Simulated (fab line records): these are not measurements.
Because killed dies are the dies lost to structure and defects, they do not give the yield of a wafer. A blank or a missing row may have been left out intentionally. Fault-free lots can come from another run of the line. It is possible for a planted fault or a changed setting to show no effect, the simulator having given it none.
Comparing a struck lot with a sound one ; flow n5Finfet ; 23 steps out of a route of 1938
Sound: these wafers, L188.3, L188.4, L188.6. The struck wafers were L178.2, L178.3, L178.5. The cause is named last.
Each step with rows lists, per side, the tool, then ch with its chambers, then its first start. Under that, the readings that differ: sound wafers ; struck wafers ; difference of the means ; sigmas: that difference in standard deviations of wafers without a fault.
alike: a reading whose means differ by less than 2 such deviations, as well as words and numbers matching on both sides. not compared: withheld readings; readings where some wafer has no value; bounds like >300 that might hide an equal value; numbers whose values overlap and for which the record gives no deviation.
The two part at a step that has a row with sigmas, a row that says differs or no value, or rows on one side only. Non-overlapping numbers with no deviation appear without sigmas and do not part them. A reading that every wafer of one side lacks parts them only if that side has two wafers or more.

first, 8 steps without rows for these wafers: N5_BEOL_M10_ANNEAL_51 (time 90 s); N5_BEOL_M10_CMP_52 (polishes, stops on SiCOH lowk, t overpolish 7 s, target thk 140 nm); N5_BEOL_M10_PRE_CLEAN_55 (time 15 s); N5_BEOL_M10_DEP_56 (deposits SiCN from 3MS/NH3, target thk 15 nm, time 26.5 s); N5_BEOL_M11_ILD_DEP_00 (deposits SiCOH lowk from DEMS/porogen, target thk 308.51 nm, time 58 s); N5_BEOL_M11_CURE_71 (cures SiCOH lowk, time 240 s); N5_BEOL_M11_PECVD_70 (deposits SiO2 from TEOS/O2, target thk 20 nm, time 22.7 s); N5_BEOL_M11_HM_DEP_02 (deposits TiN, target thk 20 nm).
N5_BEOL_M11_COAT_59: time 60 s, resist thk 100 nm.
  sound on lithoTrack-01 ch 0, day 17 23:07; struck on lithoTrack-02 ch 0, day 16 06:05
reading;sound;struck;difference;sigmas
spinSpeedRpm (rpm);1499.8 1499.9 1498.7;1752.6 1753.3 1751.0;+252.8;+99 or more
model.SOC_of_BEOL_M11_COAT_59.thkNm (nm);99.8 99.2 99.4;92.6 92.8 93;-6.7;
then, 9 steps without rows for these wafers: N5_BEOL_M11_COAT_60 (time 60 s, resist thk 30 nm); N5_BEOL_M11_COAT_05 (resist thk 90 nm); N5_BEOL_M11_EBR_07; N5_BEOL_M11_SOFTBAKE_06 (time 60 s); N5_BEOL_M11_EXPOSE_08 (exposes mask M11); N5_BEOL_M11_PEB_09 (peb time 60 s); N5_BEOL_M11_DEVELOP_10 (develop time 30 s); N5_BEOL_M11_DESCUM_16 (chemistry O2, time 7.9 s); N5_BEOL_M11_ETCH_61 (etches SiARC in CF4, target depth 39 nm, time 65 s).
N5_BEOL_M11_ETCH_62: etches SOC in N2/H2, target depth 110 nm, overetch 22 nm, time 165 s.
  sound on rieDiel-02 ch 0,2, day 17 23:39; struck on rieDiel-03 ch 1,2,3, day 16 06:37
reading;sound;struck;difference;sigmas
biasW (W);149.3 149.4 149.4;150.7 150.2 150.4;+1.1;+2
rfVppV (V);524.1 522.0 518.8;530.4 526.5 527.7;+6.6;+2
model.etch.depthNm (nm);99.71 99.23 99.38;92.52 92.74 92.97;-6.70;
  alike: drypumpMotorCurrentA, h2FlowSccm, oesProductAu, showerheadPlenumPTorr, tempC, throttleValvePct
  not compared: rfHoursCounterH
then, 2 steps without rows for these wafers: N5_BEOL_M11_STRIP_68 (strips in N2/H2); N5_BEOL_M11_STRIP_67 (strips in CF4).
N5_BEOL_M11_HM_OPEN_17: chemistry Cl2/BCl3, target TiN, target depth 20 nm, overetch 6 nm.
  sound on rieMetal-02 ch 0,1, day 17 23:53; struck on rieMetal-01 ch 0,1, day 16 06:49
reading;sound;struck;difference;sigmas
oesProductAu (a.u.);0.63 0.62 0.64;0.82 0.81 0.69;+0.14;+2
model.SOC_of_BEOL_M11_COAT_59.thkNm (nm);91.8 91.4 91.4;84.6 84.8 85.2;-6.7;
  alike: biasW, drypumpMotorCurrentA, mfcArSccm, throttleValvePct
  not compared: rfHoursCounterH
then, 1 step without rows for these wafers: N5_BEOL_M11_STRIP_19 (strips in O2).

== WHERE THEY PART ==
Earliest at N5_BEOL_M11_COAT_59; latest, in this record, at N5_BEOL_M11_HM_OPEN_17.

WHY: what had been put in by the simulator
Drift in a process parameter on lithoTrack-02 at N5_BEOL_M11_COAT_59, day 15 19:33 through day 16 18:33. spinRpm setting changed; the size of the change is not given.
